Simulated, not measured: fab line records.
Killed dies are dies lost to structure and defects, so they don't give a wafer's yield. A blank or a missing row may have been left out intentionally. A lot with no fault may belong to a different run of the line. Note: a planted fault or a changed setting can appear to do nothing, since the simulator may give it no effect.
A lot that was struck, set against a sound lot    flow n5Finfet    14 out of 1938 route steps
Sound: these wafers, L804.2, L804.4, L804.6. Struck: wafers L812.2, L812.6. (L812.1 of the same lot was not struck and is left out.) The cause comes at the end.
At each step with rows: each side's tool, then ch and its chambers, then its first start. Under that, the readings that differ: sound wafers    struck wafers    difference of the means    sigmas: that difference in standard deviations of wafers without a fault.
alike: readings with means less than 2 such deviations apart, plus words and numbers identical on both sides. not compared: withheld readings, readings lacking a value on some wafer, bounds such as >300 that could conceal the same value, and numbers that have no deviation in the record and whose values overlap.
The two part at a step that has a row with sigmas, a row that says differs or no value, or rows on one side only. Numbers that don't overlap but have no deviation are shown without sigmas and don't part them. A reading that every wafer of one side lacks parts them only if that side has two wafers or more.

first, 3 steps without rows for these wafers: N5_BEOL_M0_SPUTTER_116 (material Cu, target thk 4 nm, time 7.37 s); N5_BEOL_M0_ANNEAL_117 (time 60 s); N5_BEOL_M0_SPUTTER_132 (material Cu, target thk 4 nm, time 7.37 s).
N5_BEOL_M0_ANNEAL_133: time 60 s.
  sound: pvdSputter-01 at day 7 03:33; struck: pvdSputter-02 at day 11 12:07
  alike: heaterPowerW
then, 1 step without rows for these wafers: N5_BEOL_M0_SPUTTER_134 (material Cu, target thk 4 nm, time 7.37 s).
N5_BEOL_M0_ANNEAL_135: time 60 s.
  sound: pvdSputter-01 at day 7 03:41; struck: pvdSputter-02 at day 11 12:14
  alike: heaterPowerW
N5_BEOL_M0_SPUTTER_141: material Cu, target thk 4 nm, time 7.37 s.
  sound: pvdSputter-01 at day 7 03:44; struck: pvdSputter-02 at day 11 12:17
  alike: chamberPressurePa, throttleValvePct
then, 1 step without rows for these wafers: N5_BEOL_M0_ECD_118 (material Cu, target thk 300 nm).
N5_BEOL_M0_ANNEAL_119: time 90 s.
  sound on rtpAnneal-01 ch 0, day 7 03:59; struck on rtpAnneal-02 ch 0, day 11 12:29
  alike: annealTempCMax, wafer_temp_C_max
then, 1 step without rows for these wafers: N5_BEOL_M0_CMP_120 (polishes, stops on SiOC, t overpolish 6.9 s).
N5_BEOL_M0_PRE_CLEAN_131: time 15 s.
  sound on cvdCo-01 ch 0,1,2, day 7 04:34; struck on cvdCo-01 ch 0,2, day 11 13:07
  alike: heaterPowerW, rfFwdPowerW
N5_BEOL_M0_CO_CAP_123: material Co, precursor CCTBA/H2, target thk 2 nm, time 102.1 s.
  sound on cvdCo-01 ch 0,1,2, day 7 04:36; struck on cvdCo-01 ch 0,2, day 11 13:09
reading                                    sound              struck     difference  sigmas
runLengthS (s)                             124.6 125.1 124.8  61.1 61.9  -63.3       -99 or more
model.Co_of_BEOL_M0_CO_CAP_123.thkNm (nm)  2 1.8 2            0.8 0.6    -1.2        
  alike: chamberPressureTorr, heaterPowerW
then, 1 step without rows for these wafers: N5_BEOL_M0_PRE_CLEAN_124 (time 15 s).
-- here the record skips 3 days between the struck wafers' starts before and after, leaving off in module BEOL_M0 and picking up in module BEOL_M4 (first step shown: number 1111 of the route) --
N5_BEOL_M4_RC_MEAS_101:
  sound on prober-02 ch 0, day 8 18:12; struck on prober-01 ch 0, day 14 14:39
  alike: DIBL_N, DIBL_P, IOFF_N, IOFF_P, ION_N, ION_P, SS_N, SS_P, VT_N, VT_P

## WHERE THEY PART
At N5_BEOL_M0_CO_CAP_123 and nowhere else, as far as this record goes. Later steps at which nothing parts them and some readings are alike: N5_BEOL_M4_RC_MEAS_101.

WHY: what had been put in by the simulator
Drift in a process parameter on cvdCo-01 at N5_BEOL_M0_CO_CAP_123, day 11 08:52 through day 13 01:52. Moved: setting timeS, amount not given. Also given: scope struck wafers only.
